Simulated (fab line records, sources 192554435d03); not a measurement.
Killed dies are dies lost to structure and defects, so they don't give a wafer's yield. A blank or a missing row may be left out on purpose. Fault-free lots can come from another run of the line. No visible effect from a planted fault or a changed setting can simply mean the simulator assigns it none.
Split-lot study	flow n5_finfet	7 lots, 39 wafers read, on a route of 1938 steps

## THE SPLIT
At N5_BEOL_M8_ILD_DEP_00 (deposits SiCOH lowk from DEMS/porogen, target thk 179.75 nm, time 33.4 s), the setting time_s was moved away from the recipe's 33.4 s on 15 of the 39 wafers read, by -39.5% to +57.2%. All remaining wafers had this setting at the recipe value.

## FROM SPLIT TO READING: 1 step shown by the file between the two
- N5_BEOL_M8_CURE_74: cures SiCOH lowk, time 240 s

## THE READING
Values of M8_ILD_THK in nm from N5_BEOL_M8_THK_MEAS_01. Fault-free wafers of this fab line usually give 155.5 nm, standard deviation 2.5 nm.

wafer	tool, chamber at the split	time_s as run, s	against the recipe	M8_ILD_THK, nm	against lot-mates on the recipe
L077.1	pecvd-03, 0	33.4	recipe	153.5	-
L077.2	pecvd-03, 2	52.52	+57.2%	241.6	+85.5
L077.3	pecvd-03, 1	52.52	+57.2%	237.1	+81.0
L077.4	pecvd-03, 2	33.4	recipe	157.2	-
L077.5	pecvd-03, 1	52.52	+57.2%	240.5	+84.4
L077.6	pecvd-03, 0	33.4	recipe	157.5	-
L089.1	pecvd-03, 1	33.4	recipe	151.8	-
L089.2	pecvd-03, 2	33.4	recipe	158.4	-
L089.3	pecvd-03, 0	33.4	recipe	155.9	-
L089.4	pecvd-03, 2	33.4	recipe	159.5	-
L089.5	pecvd-03, 0	33.4	recipe	157.5	-
L089.6	pecvd-03, 1	33.4	recipe	156.3	-
L087.1	pecvd-02, 2	21.56	-35.4%	100.4	-58.4
L087.2	pecvd-02, 0	21.56	-35.4%	105.8	-53.0
L087.3	pecvd-02, 1	21.56	-35.4%	100.7	-58.1
L087.4	pecvd-02, 0	33.4	recipe	160.1	-
L087.5	pecvd-02, 1	33.4	recipe	159.1	-
L087.6	pecvd-02, 2	33.4	recipe	157.1	-
L090.3	pecvd-04, 2	33.4	recipe	152.3	-
L090.4	pecvd-04, 0	33.4	recipe	159.2	-
L090.5	pecvd-04, 1	33.4	recipe	157.1	-
L091.1	pecvd-04, 0	49.22	+47.4%	229.9	+72.5
L091.2	pecvd-04, 1	33.4	recipe	155.9	-
L091.3	pecvd-04, 2	49.22	+47.4%	225.7	+68.3
L091.4	pecvd-04, 2	33.4	recipe	157.7	-
L091.5	pecvd-04, 0	49.22	+47.4%	234.1	+76.7
L091.6	pecvd-04, 1	33.4	recipe	158.5	-
L097.1	pecvd-04, 1	33.4	recipe	153.4	-
L097.2	pecvd-04, 0	33.4	recipe	155.0	-
L097.3	pecvd-04, 2	20.2	-39.5%	93.6	-61.0
L097.4	pecvd-04, 0	20.2	-39.5%	95.2	-59.4
L097.5	pecvd-04, 2	20.2	-39.5%	95.1	-59.5
L097.6	pecvd-04, 1	33.4	recipe	155.4	-
L096.1	pecvd-04, 0	28.16	-15.7%	133.5	-22.0
L096.2	pecvd-04, 1	33.4	recipe	151.3	-
L096.3	pecvd-04, 2	28.16	-15.7%	129.3	-26.2
L096.4	pecvd-04, 1	33.4	recipe	156.8	-
L096.5	pecvd-04, 2	33.4	recipe	158.3	-
L096.6	pecvd-04, 0	28.16	-15.7%	134.4	-21.1

THE FIT
A straight line over all 39 wafers: M8_ILD_THK changes by +1.51 nm for each +1% of time_s; r = +1.00; the points scatter about the line by 2.7 nm.
The same after taking each lot's own level away (the mean of its wafers on the recipe; 39 wafers): +1.51 nm for each +1%; r = +1.00; scatter 2.5 nm.
Per that fit: largest time_s move, reading shift of 86 nm.
Measured against the standard deviation above, the lots' own levels, which go from 154.60 to 158.77 nm, span 1.7 times it.
So the lot-to-lot level changes the slope little: the two slopes agree.
Check: +86.2 nm against its lot-mates is what the line predicts for one of the wafers moved furthest among these (+57.2%) when that wafer is left out of the fit. It came out at +85.5 nm against them.

## THE WHOLE CHAIN: every reading that the file lists as answering this split, in the file's order
step	what it does	reading	change (the file's fit)	r (the file's)
N5_BEOL_M8_ILD_DEP_00	deposits SiCOH lowk from DEMS/porogen, target thk 179.75 nm, time 33.4 s	SiCOH_lowk_of_BEOL_M8_ILD_DEP_00.thk_nm (the simulator's own value, which no gauge read)	+1.73 nm for each +1% of the setting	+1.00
N5_BEOL_M8_CURE_74	cures SiCOH lowk, time 240 s	SiCOH_lowk_of_BEOL_M8_ILD_DEP_00.thk_nm (the simulator's own value, which no gauge read)	+1.51 nm for each +1% of the setting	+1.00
N5_BEOL_M8_THK_MEAS_01		M8_ILD_THK	+1.51 for each +1% of the setting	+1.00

## THE FILE'S OWN FIT
M8_ILD_THK changes by +1.51 nm for each +1% of time_s, r = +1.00.
